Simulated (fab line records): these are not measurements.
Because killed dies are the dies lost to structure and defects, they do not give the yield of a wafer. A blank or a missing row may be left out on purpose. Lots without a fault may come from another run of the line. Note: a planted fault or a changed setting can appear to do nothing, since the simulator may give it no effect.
fab line records ; flow nandHarc
record: lots: 12; wafers: 36; lastDay: 33
route steps=1302 shown A_ONON_D1@449 A_CHANNEL_HOLE_D1@463 A_CHANNEL_FILL_D1@500
lots untouched by any fault: they come from a run of this same line in which no faults occurred
startH: hours from the record's first day to the start of the lot's first wafer shown ; waitH: hours elapsed since this lot's preceding step ; " repeats the value in the row above ; L1.1+2: a single row standing in for several wafers ; - no value, or no start was given ; * or withheld: withheld ; < > ~ a bound
route shown NAME@n: names a module that has steps shown in the file, with the first one's number in the route ; usual: mean and standard deviation over wafers with no fault ; same: alike in all rows ; chamber/n: place in a boat ; sites: readings site by site ; _std_site: their standard deviation ; _edge_site: inner sites' mean taken away from outer sites' mean ; radiusMm: how far each site lies from the wafer's centre ; mask NAME#n: copy n ; behind: the most recent tool/chamber to have shaped the wafer ; hold: cause of the lot's hold/its duration in hours/its outcome ; device: which transistor (n, p or np) failed to switch ; end of line: the route-end tests of the same wafers ; a step with no rows: only its recipe ; killed: dies that structure and defects cost at the first sort, which is not the same as the wafer's yield ; map: shows each die of a wafer: x if killed, . if not, _ if none is there
set.NAME: the setting that was run; set.NAME@STEP: the one run at that earlier step ; model.NAME: the simulator's own value behind a step, which no gauge read
steps of the route over a sample of lots; a table a step, a row a wafer
services: the hour from which a tool's chamber was out of use, counted from the record's first day as startH (under 0 if before that day), plus the number of hours and why
== steps ==
step: NHARC_A_ONON_D1_INSPECT_32
usual: rawDefectCount: 67/23
lot.wafer;tool;chamber;startH;waitH;rawDefectCount
L404.1;defectInspect-01;-;185.30;0.0;62
L404.2;defectInspect-01;-;185.30;0.0;64
L404.6;defectInspect-01;-;185.30;0.0;53
L408.2;defectInspect-02;-;218.57;0.0;110
L408.3;defectInspect-02;-;218.57;0.0;122
L408.6;defectInspect-02;-;218.57;0.0;123
L409.1;defectInspect-01;-;218.59;0.0;57
L409.2;defectInspect-01;-;218.59;0.0;37
L409.5;defectInspect-01;-;218.59;0.0;78
L411.1;defectInspect-01;-;242.12;0.0;92
L411.3;defectInspect-01;-;242.12;0.0;94
L411.6;defectInspect-01;-;242.12;0.0;50
L410.3;defectInspect-01;-;242.21;0.0;95
L410.5;defectInspect-01;-;242.21;0.0;70
L410.6;defectInspect-01;-;242.21;0.0;136
L413.1;defectInspect-01;-;262.88;0.0;77
L413.2;defectInspect-01;-;262.88;0.0;80
L413.5;defectInspect-01;-;262.88;0.0;104
L420.2;defectInspect-01;-;337.75;0.0;84
L420.3;defectInspect-01;-;337.75;0.0;64
L420.6;defectInspect-01;-;337.75;0.0;81
L421.2;defectInspect-01;-;345.12;0.1;43
L421.3;defectInspect-01;-;345.12;0.1;50
L421.6;defectInspect-01;-;345.12;0.1;52
L423.2;defectInspect-01;-;359.13;0.0;50
L423.3;defectInspect-01;-;359.13;0.0;48
L423.5;defectInspect-01;-;359.13;0.0;47
L424.1;defectInspect-02;-;374.80;0.0;88
L424.3;defectInspect-02;-;374.80;0.0;60
L424.6;defectInspect-02;-;374.80;0.0;89
L425.1;defectInspect-02;-;384.36;0.0;43
L425.4;defectInspect-02;-;384.36;0.0;62
L425.5;defectInspect-02;-;384.36;0.0;69
L427.2;defectInspect-02;-;407.89;0.0;67
L427.4;defectInspect-02;-;407.89;0.0;61
L427.5;defectInspect-02;-;407.89;0.0;68
step: NHARC_A_CHANNEL_HOLE_D1_OVL_MEAS_11
usual: overlayXNm: 0.1/0.81; overlayYNm: -0.1/0.94
lot.wafer;tool;chamber;startH;waitH;overlayXNm;overlayYNm
L404.1;overlay-02;-;189.71;-;-0.8;-0.1
L404.2;overlay-02;-;189.71;-;-0.6;-0.1
L404.6;overlay-02;-;189.71;-;-0.1;-0.2
L408.2;overlay-01;-;222.70;-;-0.5;-0.4
L408.3;overlay-01;-;222.70;-;-0.4;-0.6
L408.6;overlay-01;-;222.70;-;-0.2;-0.4
L409.1;overlay-01;-;222.99;-;-0.3;-1.0
L409.2;overlay-01;-;222.99;-;-0.7;-1.5
L409.5;overlay-01;-;222.99;-;-0.5;-1.1
L411.1;overlay-02;-;245.04;-;1.0;1.0
L411.3;overlay-02;-;245.04;-;0.5;1.6
L411.6;overlay-02;-;245.04;-;0.9;1.5
L410.3;overlay-02;-;245.28;-;0.1;-0.9
L410.5;overlay-02;-;245.28;-;0.3;-0.4
L410.6;overlay-02;-;245.28;-;0.1;-1.2
L413.1;overlay-01;-;267.95;-;-0.3;-0.8
L413.2;overlay-01;-;267.95;-;0.0;-0.6
L413.5;overlay-01;-;267.95;-;0.3;-0.7
L420.2;overlay-01;-;340.46;-;2.5;-0.6
L420.3;overlay-01;-;340.46;-;1.9;-0.2
L420.6;overlay-01;-;340.46;-;1.6;-0.6
L421.2;overlay-01;-;351.23;-;-0.4;-0.5
L421.3;overlay-01;-;351.23;-;0.0;-0.2
L421.6;overlay-01;-;351.23;-;0.2;-0.1
L423.2;overlay-02;-;362.13;-;-1.1;1.4
L423.3;overlay-02;-;362.13;-;-0.9;1.9
L423.5;overlay-02;-;362.13;-;-0.4;1.9
L424.1;overlay-01;-;379.90;-;-0.1;0.6
L424.3;overlay-01;-;379.90;-;-0.9;0.3
L424.6;overlay-01;-;379.90;-;-0.3;0.3
L425.1;overlay-02;-;388.33;-;0.7;1.5
L425.4;overlay-02;-;388.33;-;0.7;0.4
L425.5;overlay-02;-;388.33;-;0.7;1.0
L427.2;overlay-02;-;413.69;-;1.0;-0.2
L427.4;overlay-02;-;413.69;-;1.8;-0.5
L427.5;overlay-02;-;413.69;-;1.3;-0.1
step: NHARC_A_CHANNEL_HOLE_D1_ETCH_25
recipe: biasV: 5000; sourceW: withheld; pressureMtorr: 20; timeS: 1040.2; arFlowSccm: 375; c4f8FlowSccm: 93.8; o2FlowSccm: 31.2; tempC: -20; targetDepthA: 15000; chemistry: C4F8/O2/Ar
usual: drypumpMotorCurrentA: 5.4/0.62; showerheadPlenumPTorr: 3.68/0.065; throttleValvePct: 32.234/0.0091
lot.wafer;tool;chamber;startH;waitH;drypumpMotorCurrentA;rfHoursCounterH;showerheadPlenumPTorr;throttleValvePct
L404.1;harEtch-02;0;194.47;0.6;6.5;301;3.62;32.253
L404.2;harEtch-02;1;194.47;0.6;5.2;301;3.76;32.220
L404.6;harEtch-02;0;194.47;0.6;6.4;-;3.62;32.235
L408.2;harEtch-01;1;227.15;0.7;5.5;114;3.71;32.232
L408.3;harEtch-01;0;227.15;0.7;4.7;-;3.71;32.245
L408.6;harEtch-01;0;227.15;0.7;4.7;-;3.71;32.233
L409.2;harEtch-02;1;228.43;0.6;5.2;324;3.75;32.248
L409.1;harEtch-02;0;228.43;0.6;6.4;324;3.61;32.234
L409.5;harEtch-02;0;228.43;0.6;6.4;-;3.61;32.244
L411.1;harEtch-02;0;249.39;0.7;6.4;331;3.60;32.247
L411.3;harEtch-02;1;249.39;0.7;5.2;-;3.74;32.244
L411.6;harEtch-02;1;249.39;0.7;5.2;-;3.74;32.231
L410.3;harEtch-01;0;251.37;0.7;4.8;-;3.71;32.230
L410.5;harEtch-01;0;251.37;0.7;4.8;-;3.71;32.242
L410.6;harEtch-01;1;251.37;0.7;5.5;-;3.71;32.243
L413.1;harEtch-01;0;280.88;0.6;4.7;145;3.69;32.230
L413.2;harEtch-01;1;280.88;0.6;5.5;145;3.69;32.240
L413.5;harEtch-01;1;280.88;0.6;5.5;-;3.69;32.226
L420.2;harEtch-02;0;344.75;0.7;6.4;392;3.57;32.235
L420.3;harEtch-02;1;344.75;0.7;5.2;-;3.72;32.235
L420.6;harEtch-02;1;344.75;0.7;5.2;-;3.72;32.228
L421.2;harEtch-02;1;355.58;0.7;5.2;374;3.72;32.235
L421.3;harEtch-02;1;355.58;0.7;5.2;-;3.72;32.233
L421.6;harEtch-02;0;355.58;0.7;6.4;-;3.57;32.222
L423.2;harEtch-01;0;369.19;0.6;4.7;201;3.66;32.238
L423.3;harEtch-01;1;369.19;0.6;5.4;-;3.66;32.246
L423.5;harEtch-01;1;369.19;0.6;5.4;-;3.66;32.227
L424.1;harEtch-01;0;385.15;0.6;4.7;209;3.66;32.222
L424.3;harEtch-01;1;385.15;0.6;5.5;-;3.66;32.224
L424.6;harEtch-01;1;385.15;0.6;5.5;-;3.66;32.234
L425.1;harEtch-01;0;397.63;0.6;4.7;221;3.65;32.247
L425.4;harEtch-01;0;397.63;0.6;4.7;-;3.65;32.216
L425.5;harEtch-01;1;397.63;0.6;5.4;-;3.65;32.243
L427.2;harEtch-01;1;419.99;0.7;5.5;232;3.65;32.232
L427.4;harEtch-01;1;419.99;0.7;5.4;-;3.65;32.230
L427.5;harEtch-01;1;419.99;0.7;5.4;-;3.65;32.224
step: NHARC_A_CHANNEL_HOLE_D1_XSEM_31
recipe: landingEnergyEv: 35000
usual: botCdNm: 74.9/1.3; bowNm: 8.60/0.23; tiltDeg: 0.08/0.038
lot.wafer;tool;chamber;startH;waitH;botCdNm;bowNm;tiltDeg
L404.1;xsem-02;0;197.18;0.1;75.1;8.53;0.14
L404.2;xsem-02;0;197.18;0.1;73.0;8.54;0.14
L404.6;xsem-02;0;197.18;0.1;75.3;8.58;0.14
L408.2;xsem-01;0;229.72;0.1;75.2;8.73;0.11
L408.3;xsem-01;0;229.72;0.1;76.7;8.69;0.11
L408.6;xsem-01;0;229.72;0.1;74.5;8.75;0.11
L409.1;xsem-02;0;231.12;0.1;76.2;8.59;0.03
L409.2;xsem-02;0;231.12;0.1;78.0;8.62;0.03
L409.5;xsem-02;0;231.12;0.1;77.0;8.53;0.03
L411.1;xsem-02;0;251.96;0.1;76.3;8.37;0.14
L411.3;xsem-02;0;251.96;0.1;75.2;8.32;0.14
L411.6;xsem-02;0;251.96;0.1;74.6;8.38;0.14
L410.3;xsem-01;0;253.78;0.1;74.7;8.99;0.12
L410.5;xsem-01;0;253.78;0.1;74.3;9.00;0.13
L410.6;xsem-01;0;253.78;0.1;74.1;8.96;0.12
L413.1;xsem-01;0;283.78;0.1;75.1;8.44;0.03
L413.2;xsem-01;0;283.78;0.1;75.8;8.47;0.03
L413.5;xsem-01;0;283.78;0.1;76.2;8.46;0.03
L420.2;xsem-01;0;347.32;0.1;77.6;9.63;0.08
L420.3;xsem-01;0;347.32;0.1;76.2;9.69;0.08
L420.6;xsem-01;0;347.32;0.1;75.7;9.78;0.08
L421.2;xsem-02;0;358.14;0.1;75.3;9.25;0.03
L421.3;xsem-02;0;358.14;0.1;73.8;9.33;0.03
L421.6;xsem-02;0;358.14;0.1;75.5;9.36;0.03
L423.2;xsem-02;0;371.91;0.1;73.6;8.39;0.06
L423.3;xsem-02;0;371.91;0.1;72.2;8.44;0.06
L423.5;xsem-02;0;371.91;0.1;70.8;8.45;0.06
L424.1;xsem-02;0;387.88;0.1;74.7;8.61;0.09
L424.3;xsem-02;0;387.88;0.1;74.5;8.61;0.09
L424.6;xsem-02;0;387.88;0.1;72.9;8.60;0.09
L425.1;xsem-01;0;400.35;0.1;73.9;8.78;0.08
L425.4;xsem-01;0;400.35;0.1;73.6;8.75;0.08
L425.5;xsem-01;0;400.35;0.1;73.8;8.70;0.08
L427.2;xsem-01;0;422.57;0.1;74.1;8.78;0.11
L427.4;xsem-01;0;422.57;0.1;74.4;8.69;0.11
L427.5;xsem-01;0;422.57;0.1;75.2;8.80;0.11
step: NHARC_A_CHANNEL_FILL_D1_ETCHBACK_20
recipe: targetDepthA: 270; timeS: 13.5; c4f8FlowSccm: withheld; o2FlowSccm: 8; arFlowSccm: withheld; rfW: 600; biasW: 1500; chemistry: C4F8/O2/Ar
usual: oesProductAu: 0.97/0.037; rfVppV: 978/5.5
lot.wafer;tool;chamber;startH;waitH;oesProductAu;rfHoursCounterH;rfVppV
L404.1;rieDiel-01;1;220.95;-;1.01;0.2;981
L404.2;rieDiel-01;2;220.95;-;0.99;0.2;977
L404.6;rieDiel-01;1;220.95;-;1.00;-;982
L408.3;rieDiel-01;1;255.84;-;1.01;2.6;981
L408.2;rieDiel-01;2;255.84;-;0.99;2.3;978
L408.6;rieDiel-01;2;255.84;-;1.00;-;977
L409.2;rieDiel-06;1;255.86;-;1.01;8.1;972
L409.1;rieDiel-06;2;255.86;-;1.02;7.7;980
L409.5;rieDiel-06;0;255.86;-;0.99;-;988
L411.3;rieDiel-01;0;276.29;-;1.01;3.4;970
L411.1;rieDiel-01;1;276.29;-;1.02;3.7;982
L411.6;rieDiel-01;3;276.29;-;1.00;-;984
L410.3;rieDiel-06;0;276.29;-;0.92;8.9;988
L410.6;rieDiel-06;1;276.29;-;0.94;-;972
L410.5;rieDiel-06;2;276.29;-;0.95;-;981
L413.2;rieDiel-01;1;308.06;-;0.93;5.2;981
L413.1;rieDiel-01;3;308.06;-;0.92;5.7;986
L413.5;rieDiel-01;1;308.06;-;0.92;-;982
L420.3;rieDiel-01;2;372.11;-;0.92;8.1;977
L420.2;rieDiel-01;0;372.11;-;0.93;7.4;971
L420.6;rieDiel-01;1;372.11;-;0.92;-;983
L421.3;rieDiel-02;2;385.30;-;0.92;7.8;975
L421.2;rieDiel-02;0;385.30;-;0.94;8.9;969
L421.6;rieDiel-02;2;385.30;-;0.92;-;974
L423.3;rieDiel-01;3;395.76;-;1.01;0.2;983
L423.2;rieDiel-01;2;395.76;-;0.98;0.2;977
L423.5;rieDiel-01;3;395.76;-;1.01;-;982
L424.3;rieDiel-02;1;412.91;-;0.98;0.1;976
L424.1;rieDiel-02;2;412.91;-;1.01;0.1;975
L424.6;rieDiel-02;0;412.91;-;1.01;-;970
L425.4;rieDiel-02;1;425.23;-;0.99;0.5;976
L425.1;rieDiel-02;0;425.23;-;1.00;0.5;969
L425.5;rieDiel-02;1;425.23;-;1.00;-;976
L427.2;rieDiel-02;0;447.80;-;1.01;1.8;969
L427.4;rieDiel-02;1;447.80;-;0.99;1.7;977
L427.5;rieDiel-02;0;447.80;-;1.01;-;968
== services ==
tool;chamber;startH;hours;kind
rieDiel-02;3;172.30;6.0;repair
rieDiel-01;1;173.57;6.1;repair
rieDiel-06;3;181.61;3.9;repair
rieDiel-01;-;203.80;9.0;pm
rieDiel-02;-;216.82;9.0;pm
rieDiel-01;0;233.48;6.0;repair
harEtch-01;-;240.63;3.7;repair
xsem-02;-;243.09;0.6;repair
rieDiel-02;2;261.66;1.5;repair
rieDiel-06;-;307.23;9.0;pm
harEtch-02;-;320.03;0.0;repair
rieDiel-06;-;333.76;0.1;repair
rieDiel-01;0;335.35;12.0;repair
rieDiel-06;2;366.30;20.7;repair
rieDiel-01;3;369.74;8.7;repair
xsem-01;-;374.00;14.0;pm
harEtch-02;-;378.25;17.0;pm
rieDiel-01;-;380.80;9.0;pm
rieDiel-02;-;393.82;9.0;pm
rieDiel-01;3;401.47;10.7;repair
rieDiel-02;-;404.86;1.4;repair
rieDiel-06;1;405.26;8.9;repair
xsem-01;-;418.46;3.8;repair
harEtch-01;-;427.78;1.1;repair
== key ==
firstSign: step: NHARC_A_CHANNEL_HOLE_D1_XSEM_31; reading: bowNm; direction: up; sigmas: 4; usual: 8.60; struck: 9.51
effect none on later readings
metAt NHARC_A_CHANNEL_HOLE_D1_ETCH_25
struckLots L420,L421
testerLeftOut L420,L421
notActingAt NHARC_A_ONON_D1_INSPECT_32,NHARC_A_CHANNEL_HOLE_D1_OVL_MEAS_11,NHARC_A_CHANNEL_FILL_D1_ETCHBACK_20
onsetBetween 249.39 344.75
fault: kind: processParameterDrift; tool: harEtch-02; chamber: -; onsetH: 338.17; steps: NHARC_A_CHANNEL_HOLE_D1_ETCH_25; channel: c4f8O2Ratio; offset: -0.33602; shape: step; endH: 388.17; actsIn: theseRecipesOnly; stated: 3
testerLeftOut: of these lots the tester's yield and bins aren't shown, on N5 and GAA mostly nor the transistor test; their killed dies are dies lost to structure and defects alone, not to doping, threshold or leakage, so they don't give the yield
